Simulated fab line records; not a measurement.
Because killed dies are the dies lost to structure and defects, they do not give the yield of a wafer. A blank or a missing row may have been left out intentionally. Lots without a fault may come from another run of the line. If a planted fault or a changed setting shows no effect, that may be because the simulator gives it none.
fab line records | flow n5-finfet
[record] lots = 10 wafers = 30 last-day = 18
route steps=1938 shown BEOL_M1@840 BEOL_M2@857 BEOL_M4@1111
lots untouched by any fault: they come from a run of this same line in which no faults occurred
start-h: hours from the record's first day to the start of the lot's first wafer shown | wait-h: time in hours since the lot's previous step | " unchanged from the row above | L1.1+2: several wafers, shown together as one row | - either no value or no given start | * or withheld: withheld | < > ~ a bound
route shown NAME@n: NAME is a module with steps in the file, n the number in the route of the first one | usual: mean and standard deviation over wafers with no fault | same: alike in all rows | chamber/n: place in a boat | sites: each site's reading | _std_site: the values' standard deviation | _edge_site: outer sites' mean less inner sites' | radius-mm: how far each site lies from the wafer's centre | mask NAME#n: copy n | behind: tool/chamber where the wafer was last shaped | hold: the reason the lot was held/the length of the hold in hours/how it ended | device: the n, p or np transistor that did not switch | end of line: the route-end tests of the same wafers | a step with no rows: only its recipe | killed: not the wafer's yield, but the dies lost to structure and defects at the first sort | map: a wafer's dies, x killed, . not, _ none there
set.NAME: the setting that was run; set.NAME@STEP: the one run at that earlier step | model.NAME: the simulator's own value behind a step, which no gauge read
steps of the route over a sample of lots; a table a step, a row a wafer
services: when a tool's chamber went out of use (start-h, in hours from the record's first day, below 0 if earlier), for how many hours, and the reason
[[steps]]
[step N5_BEOL_M1_INSPECT_59]
[recipe] inspect-instrument = darkfield mode = post-dep
[usual] raw-defect-count = 68/22
// columns lot.wafer tool chamber start-h wait-h raw-defect-count
L819.3 defect-inspect-02 - 130.19 0.0 53
L819.4 " - " " 78
L819.6 " - " " 50
L820.1 defect-inspect-02 - 138.13 0.0 72
L820.3 " - " " 54
L820.5 " - " " 42
L825.3 defect-inspect-01 - 168.69 0.0 50
L825.4 " - " " 89
L825.5 " - " " 52
L827.2 defect-inspect-02 - 180.91 0.0 72
L827.5 " - " " 50
L827.6 " - " " 61
L828.1 defect-inspect-02 - 197.09 0.0 78
L828.3 " - " " 83
L828.5 " - " " 99
L832.2 defect-inspect-02 - 233.78 0.0 58
L832.5 " - " " 84
L832.6 " - " " 62
L836.4 defect-inspect-01 - 241.68 0.0 86
L836.5 " - " " 82
L836.6 " - " " 115
L837.1 defect-inspect-02 - 250.26 0.0 50
L837.2 " - " " 44
L837.6 " - " " 58
L839.1 defect-inspect-01 - 259.58 0.0 29
L839.3 " - " " 70
L839.4 " - " " 75
L841.2 defect-inspect-01 - 273.51 0.0 39
L841.3 " - " " 46
L841.5 " - " " 42
[step N5_BEOL_M2_DESCUM_16]
[recipe] chemistry = O2 time-s = 7 source-power-w = 50 bias-power-w = 20 pressure-mtorr = 20 rf-frequency-hz = 2.712e+07 temp-c = 40 resist = CAR-EUV o2-flow-sccm = 225
[usual] drypump-motor-current-A = 5.6/0.56 oes-product-au = 0.79/0.088 rf-vpp-V = 243.1/1.4 showerhead-plenum-p-Torr = 2.11/0.079 throttle-valve-pct = 20.4/0.36
// columns lot.wafer tool chamber start-h wait-h drypump-motor-current-A oes-product-au rf-hours-counter-h rf-vpp-V showerhead-plenum-p-Torr throttle-valve-pct
L819.3 rie-diel-05 3 131.72 0.0 5.3 0.70 224 242.5 2.08 20.4
L819.4 " 3 " " 5.4 0.71 - 242.7 2.08 20.4
L819.6 " 2 " " 5.6 0.82 - 245.5 2.11 20.3
L820.1 rie-diel-06 0 139.39 0.1 5.0 0.91 40 245.6 2.23 20.1
L820.3 " 1 " " 5.1 0.67 239 243.4 2.06 20.4
L820.5 " 1 " " 5.1 0.67 - 242.5 2.06 20.4
L825.3 rie-diel-02 1 169.94 0.0 6.0 0.71 210 244.1 2.16 20.5
L825.4 " 0 " " 5.7 0.84 63 240.8 2.04 20.1
L825.5 " 3 " " 5.8 0.81 - 242.9 2.10 20.1
L827.2 rie-diel-02 0 182.85 0.1 5.7 0.84 68 241.3 2.04 20.1
L827.5 " 1 " " 6.0 0.71 - 244.9 2.16 20.5
L827.6 " 0 " " 5.7 0.84 - 242.0 2.04 20.1
L828.1 rie-diel-05 2 200.24 1.4 5.6 0.78 116 242.6 2.10 20.3
L828.3 " 1 " " 4.9 0.91 22 242.9 2.05 19.8
L828.5 " 2 " " 5.6 0.78 - 243.5 2.10 20.3
L832.2 rie-diel-06 2 236.41 0.6 6.4 0.68 240 241.8 1.99 21.1
L832.5 " 2 " " 6.5 0.69 - 239.7 1.99 21.1
L832.6 " 3 " " 6.6 0.70 - 243.1 2.18 20.9
L836.4 rie-diel-06 0 242.68 0.0 5.0 0.88 70 244.5 2.22 20.1
L836.5 " 1 " " 5.1 0.97 - 242.4 2.05 20.0
L836.6 " 0 " " 4.9 0.87 - 244.3 2.22 20.1
L837.1 rie-diel-06 2 252.07 0.2 6.4 0.69 247 241.7 1.99 21.1
L837.2 " 3 " " 6.6 0.70 236 243.9 2.18 20.9
L837.6 " 0 " " 5.0 0.86 - 244.2 2.21 20.1
L839.1 rie-diel-02 3 260.40 0.0 5.8 0.77 142 241.9 2.09 20.2
L839.3 " 0 " " 5.7 0.80 101 243.4 2.03 20.1
L839.4 " 2 " " 5.3 0.83 68 247.0 2.24 20.1
L841.2 rie-diel-06 2 274.78 0.0 6.5 0.69 255 239.7 1.99 21.1
L841.3 " 1 " " 5.1 0.92 12 243.3 2.05 20.1
L841.5 " 2 " " 6.5 0.68 - 241.7 1.99 21.1
[step N5_BEOL_M2_CD_MEAS_18]
[recipe] pitch-nm = 36 target-cd-nm = 18
[usual] cd-nm = 18.06/0.29
// columns lot.wafer tool chamber start-h wait-h cd-nm
L819.3 cd-sem-01 - 132.16 0.1 17.81
L819.4 " - " " 18.14
L819.6 " - " " 17.17
L820.1 cd-sem-01 - 140.04 0.0 18.02
L820.3 " - " " 18.08
L820.5 " - " " 18.20
L825.3 cd-sem-01 - 170.47 0.1 18.63
L825.4 " - " " 18.59
L825.5 " - " " 18.36
L827.2 cd-sem-01 - 183.37 0.1 18.08
L827.5 " - " " 18.48
L827.6 " - " " 18.13
L828.1 cd-sem-03 - 200.72 0.0 18.36
L828.3 " - " " 18.37
L828.5 " - " " 17.82
L832.2 cd-sem-02 - 236.93 0.1 18.07
L832.5 " - " " 18.17
L832.6 " - " " 17.63
L836.4 cd-sem-01 - 243.12 0.1 18.02
L836.5 " - " " 18.72
L836.6 " - " " 18.13
L837.1 cd-sem-01 - 252.51 0.0 18.07
L837.2 " - " " 17.86
L837.6 " - " " 18.22
L839.1 cd-sem-01 - 260.86 0.0 18.11
L839.3 " - " " 17.51
L839.4 " - " " 18.20
L841.2 cd-sem-03 - 275.21 0.1 17.82
L841.3 " - " " 18.19
L841.5 " - " " 17.92
[step N5_BEOL_M2_COAT_68]
[recipe] resist = SiARC temp-c = 220 time-s = 60 spin-rpm = 1500 resist-thk-nm = 12
[usual] spin-speed-rpm = 1499.9/0.89
// columns lot.wafer tool chamber start-h wait-h spin-speed-rpm
L819.3 litho-track-01 0 132.20 - 1500.1
L819.4 " 0 " " 1501.1
L819.6 " 0 " " 1501.1
L820.1 litho-track-04 0 140.08 - 1498.5
L820.3 " 0 " " 1498.8
L820.5 " 0 " " 1499.6
L825.3 litho-track-04 0 170.51 - 1499.8
L825.4 " 0 " " 1500.0
L825.5 " 0 " " 1499.9
L827.2 litho-track-01 0 183.41 - 1500.5
L827.5 " 0 " " 1500.4
L827.6 " 0 " " 1501.0
L828.1 litho-track-01 0 200.76 - 1615.3
L828.3 " 0 " " 1615.2
L828.5 " 0 " " 1615.4
L832.2 litho-track-01 0 236.96 - 1615.5
L832.5 " 0 " " 1616.6
L832.6 " 0 " " 1616.4
L836.4 litho-track-04 0 243.16 - 1499.0
L836.5 " 0 " " 1498.9
L836.6 " 0 " " 1497.8
L837.1 litho-track-02 0 252.55 - 1499.3
L837.2 " 0 " " 1498.1
L837.6 " 0 " " 1499.1
L839.1 litho-track-02 0 260.90 - 1500.8
L839.3 " 0 " " 1500.2
L839.4 " 0 " " 1499.7
L841.2 litho-track-02 0 275.25 - 1499.0
L841.3 " 0 " " 1500.8
L841.5 " 0 " " 1499.7
[step N5_BEOL_M4_RC_MEAS_101]
[usual] DIBL_N = 36.5/1.4 DIBL_P = 36.6/1.9 IOFF_N = 0.167/0.029 IOFF_P = 0.21/0.033 ION_N = 674/12 ION_P = 460/8.9 SS_N = 71.6/0.57 SS_P = 73.4/0.61 VT_N = 249/3.3 VT_P = -250/3.3
// columns lot.wafer tool chamber start-h wait-h DIBL_N[mV/V] DIBL_P[mV/V] IOFF_N[nA/um] IOFF_P[nA/um] ION_N[uA/um] ION_P[uA/um] SS_N[mV/dec] SS_P[mV/dec] VT_N[mV] VT_P[mV]
L819.3 prober-01 0 164.05 0.9 34.9 35.9 0.152 0.17 682 454 71.5 73.3 250 -254
L819.4 " 0 " " 34.5 35.7 0.133 0.18 660 449 71.4 73.7 251 -253
L819.6 " 0 " " 37.4 37.8 0.186 0.20 670 453 72.5 73.2 244 -253
L820.1 prober-02 0 178.37 0.0 36.0 36.0 0.160 0.20 664 454 71.5 73.9 250 -252
L820.3 " 0 " " 34.5 33.9 0.134 0.18 657 450 71.3 73.7 252 -256
L820.5 " 0 " " 38.5 39.2 0.214 0.26 674 459 72.6 74.7 244 -247
L825.3 prober-01 0 210.55 0.3 36.1 36.2 0.176 0.26 697 483 71.6 73.3 245 -244
L825.4 " 0 " " 34.1 34.4 0.137 0.23 680 475 70.8 73.2 249 -244
L825.5 " 0 " " 37.8 38.3 0.221 0.30 711 487 72.2 74.0 242 -242
L827.2 prober-01 0 214.88 0.2 35.4 34.6 0.153 0.18 678 460 71.9 72.6 250 -254
L827.5 " 0 " " 37.5 37.5 0.210 0.21 689 465 71.5 73.6 245 -251
L827.6 " 0 " " 36.1 35.6 0.158 0.18 671 453 71.5 72.5 249 -253
L828.1 prober-02 0 226.25 0.0 37.5 40.1 0.170 0.22 682 463 71.9 73.5 251 -251
L828.3 " 0 " " 35.7 38.1 0.151 0.20 666 461 72.4 73.6 250 -252
L828.5 " 0 " " 35.2 36.2 0.130 0.16 657 447 71.7 73.6 251 -257
L832.2 prober-02 0 263.80 0.2 38.3 39.6 0.211 0.29 697 479 71.4 73.7 248 -245
L832.5 " 0 " " 39.2 40.3 0.215 0.29 685 469 72.0 74.0 246 -244
L832.6 " 0 " " 35.4 35.6 0.146 0.21 673 468 71.3 72.5 249 -250
L837.1 prober-02 0 286.76 0.0 35.4 35.2 0.142 0.17 675 463 71.0 72.1 249 -251
L837.2 " 0 " " 36.2 34.6 0.146 0.16 669 446 71.2 73.0 252 -256
L837.6 " 0 " " 35.8 35.9 0.151 0.18 684 466 71.3 73.0 252 -254
L836.4 prober-01 0 289.69 0.5 37.9 38.4 0.174 0.24 668 462 72.1 73.4 248 -251
L836.5 " 0 " " 39.4 41.1 0.228 0.29 703 481 71.8 74.9 245 -247
L836.6 " 0 " " 38.6 38.5 0.181 0.23 658 452 71.8 73.6 250 -251
L839.1 prober-02 0 295.18 0.0 34.0 34.6 0.139 0.20 679 465 71.0 72.8 250 -249
L839.3 " 0 " " 36.4 37.1 0.179 0.24 669 466 72.0 73.6 247 -243
L839.4 " 0 " " 36.2 37.3 0.174 0.25 674 467 71.8 73.0 248 -245
L841.2 prober-01 0 308.71 0.2 35.2 34.8 0.133 0.19 649 452 72.1 72.1 252 -252
L841.3 " 0 " " 35.4 35.0 0.141 0.20 670 462 71.4 72.8 250 -251
L841.5 " 0 " " 36.6 36.5 0.165 0.21 663 447 72.4 71.9 249 -251
[[services]]
// columns tool chamber start-h hours kind
rie-diel-02 0 122.41 2.5 repair
rie-diel-05 1 129.72 - clean
rie-diel-05 1 129.72 - consumable-replace:focus-ring
rie-diel-05 1 129.72 12.8 scheduled-down
rie-diel-05 1 129.72 12.8 vent-cycle
rie-diel-02 0 151.41 1.6 repair
rie-diel-06 2 168.37 33.9 repair
rie-diel-06 - 195.13 28.1 pm
rie-diel-05 3 198.03 - clean
rie-diel-05 3 198.03 - consumable-replace:focus-ring
rie-diel-05 3 198.03 19.4 scheduled-down
rie-diel-05 3 198.03 19.4 vent-cycle
litho-track-01 - 218.22 - consumable-replace:filter
rie-diel-06 1 223.23 - clean
rie-diel-06 1 223.23 - consumable-replace:focus-ring
rie-diel-06 1 223.23 18.1 scheduled-down
rie-diel-06 1 223.23 18.1 vent-cycle
rie-diel-05 - 250.18 0.4 repair
rie-diel-02 1 268.76 - clean
rie-diel-02 1 268.76 - consumable-replace:focus-ring
rie-diel-02 1 268.76 20.5 scheduled-down
rie-diel-02 1 268.76 20.5 vent-cycle
[[key]]
[first-sign] step = N5_BEOL_M2_COAT_68 reading = spin-speed-rpm direction = up sigmas = 99+ usual = * struck = *
effect none on later readings
met-at N5_BEOL_M2_COAT_68
struck-lots L828,L832
not-acting-at N5_BEOL_M1_INSPECT_59,N5_BEOL_M2_DESCUM_16,N5_BEOL_M2_CD_MEAS_18
onset-between 183.41 200.76
[fault] kind = process-parameter-drift tool = litho-track-01 chamber = - onset-h = 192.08 steps = N5_BEOL_M2_COAT_68 channel = spin-rpm offset = * shape = step end-h = 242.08 acts-in = * stated = *
